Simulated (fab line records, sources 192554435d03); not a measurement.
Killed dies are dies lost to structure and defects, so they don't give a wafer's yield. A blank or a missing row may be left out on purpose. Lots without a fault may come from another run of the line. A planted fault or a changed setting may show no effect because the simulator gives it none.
Split-lot experiment | flow n5_finfet | 7 lots, 39 wafers read, on a route of 1938 steps

THE SPLIT
At N5_GATE_CUT_ALD_22 (deposits SiNx, target thk 16 nm, pulse time 1 s, ald cycles 320), the setting ald_cycles was moved away from the recipe's 320 on 9 of the 39 wafers read, by +8.4% to +16.3%. The other wafers ran this setting at the recipe's value.

The reading is taken at the split's own step.

THE READING
SiNx_of_GATE_CUT_ALD_22.thk_nm (the simulator's own value, which no gauge read), in nm, at N5_GATE_CUT_ALD_22 (deposits SiNx, target thk 16 nm, pulse time 1 s, ald cycles 320). The file gives no usual value for it. The 30 wafers here that ran the recipe average 16.0 nm, standard deviation 0.11 nm.

wafer  | tool, chamber at the split | ald_cycles as run | against the recipe | SiNx_of_GATE_CUT_ALD_22.thk_nm, nm | against lot-mates on the recipe
L077.1 | ald_sin-01, 3,2,0          | 320               | recipe             | 16                                 | -
L077.2 | ald_sin-01, 3,2,0          | 320               | recipe             | 16                                 | -
L077.6 | ald_sin-01, 3,2,0          | 320               | recipe             | 16                                 | -
L078.1 | ald_sin-04, 1,0,1          | 320               | recipe             | 15.8                               | -
L078.3 | ald_sin-04, 1,0,1          | 320               | recipe             | 15.8                               | -
L078.6 | ald_sin-04, 1,0,1          | 320               | recipe             | 15.8                               | -
L078.2 | ald_sin-04, 3,2,2          | 320               | recipe             | 16                                 | -
L078.4 | ald_sin-04, 3,2,2          | 320               | recipe             | 16                                 | -
L078.5 | ald_sin-04, 3,2,2          | 320               | recipe             | 16                                 | -
L084.1 | ald_sin-04, 0              | 362               | +13.1%             | 18                                 | +1.9
L084.2 | ald_sin-04, 1              | 320               | recipe             | 16                                 | -
L084.5 | ald_sin-04, 1              | 320               | recipe             | 16                                 | -
L084.3 | ald_sin-04, 2              | 362               | +13.1%             | 18.2                               | +2.1
L084.6 | ald_sin-04, 2              | 362               | +13.1%             | 18.2                               | +2.1
L084.4 | ald_sin-04, 3              | 320               | recipe             | 16.2                               | -
L085.1 | ald_sin-01, 2,1,0,2        | 320               | recipe             | 16                                 | -
L085.3 | ald_sin-01, 2,1,0,2        | 320               | recipe             | 16                                 | -
L085.4 | ald_sin-01, 2,1,0,2        | 320               | recipe             | 16                                 | -
L085.6 | ald_sin-01, 2,1,0,2        | 320               | recipe             | 16                                 | -
L085.2 | ald_sin-01, 3,1            | 320               | recipe             | 16.2                               | -
L085.5 | ald_sin-01, 3,1            | 320               | recipe             | 16.2                               | -
L087.1 | ald_sin-02, 0,1,2,2        | 320               | recipe             | 16                                 | -
L087.2 | ald_sin-02, 0,1,2,2        | 320               | recipe             | 16                                 | -
L087.4 | ald_sin-02, 0,1,2,2        | 320               | recipe             | 16                                 | -
L087.5 | ald_sin-02, 0,1,2,2        | 320               | recipe             | 16                                 | -
L087.3 | ald_sin-02, 3              | 320               | recipe             | 15.8                               | -
L087.6 | ald_sin-02, 3              | 320               | recipe             | 15.8                               | -
L090.1 | ald_sin-04, 3,0,2          | 372               | +16.3%             | 18.6                               | +2.6
L090.2 | ald_sin-04, 3,0,2          | 372               | +16.3%             | 18.6                               | +2.6
L090.4 | ald_sin-04, 3,0,2          | 372               | +16.3%             | 18.6                               | +2.6
L090.3 | ald_sin-04, 1,0,3          | 320               | recipe             | 16                                 | -
L090.5 | ald_sin-04, 1,0,3          | 320               | recipe             | 16                                 | -
L090.6 | ald_sin-04, 1,0,3          | 320               | recipe             | 16                                 | -
L096.1 | ald_sin-02, 3              | 347               | +8.4%              | 17.2                               | +1.1
L096.5 | ald_sin-02, 3              | 347               | +8.4%              | 17.2                               | +1.1
L096.2 | ald_sin-02, 2,1            | 320               | recipe             | 16                                 | -
L096.6 | ald_sin-02, 2,1            | 320               | recipe             | 16                                 | -
L096.3 | ald_sin-02, 1              | 347               | +8.4%              | 17.4                               | +1.3
L096.4 | ald_sin-02, 2              | 320               | recipe             | 16.2                               | -
Where a row lists several chambers, the file gives one row for several wafers and doesn't say which wafer went through which chamber.

THE FIT
A straight line over all 39 wafers: SiNx_of_GATE_CUT_ALD_22.thk_nm changes by +0.16 nm for each +1% of ald_cycles; r = +0.99; the points scatter about the line by 0.11 nm.
The same after taking each lot's own level away (the mean of its wafers on the recipe; 39 wafers): +0.157 nm for each +1%; r = +0.99; scatter 0.094 nm.
On that fit, the largest move of ald_cycles shifts the reading by 2.6 nm.
The lots' own levels span 15.90 to 16.07 nm, that is 1.5 times the standard deviation above.
So the lot-to-lot level changes the slope little: the two slopes agree.
Check: with one of the wafers moved furthest among these (+16.3%) left out of the fit, the line predicts +2.54 nm for it against its lot-mates. It came out at +2.6 nm against them.

OTHER SPLITS ON THESE WAFERS
These wafers also went through other splits before the reading. Each is held against what the fit with the lots' levels taken away leaves over:
other split on the same wafers        | wafers away from the commonest value | r with SiNx_of_GATE_CUT_ALD_22.thk_nm (lot level and that fit taken away)
N5_WELL_APT_IMPLANT_15 energy_kev     | 18                                   | -0.42
N5_PMOS_HMC_CHANNEL_EPI_EPI_20 temp_c | 12                                   | -0.03
N5_DUMMY_GATE_ETCH_42 bias_w          | 15                                   | -0.10

THE FILE'S OWN FIT
SiNx_of_GATE_CUT_ALD_22.thk_nm changes by +0.157 nm for each +1% of ald_cycles, r = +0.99.
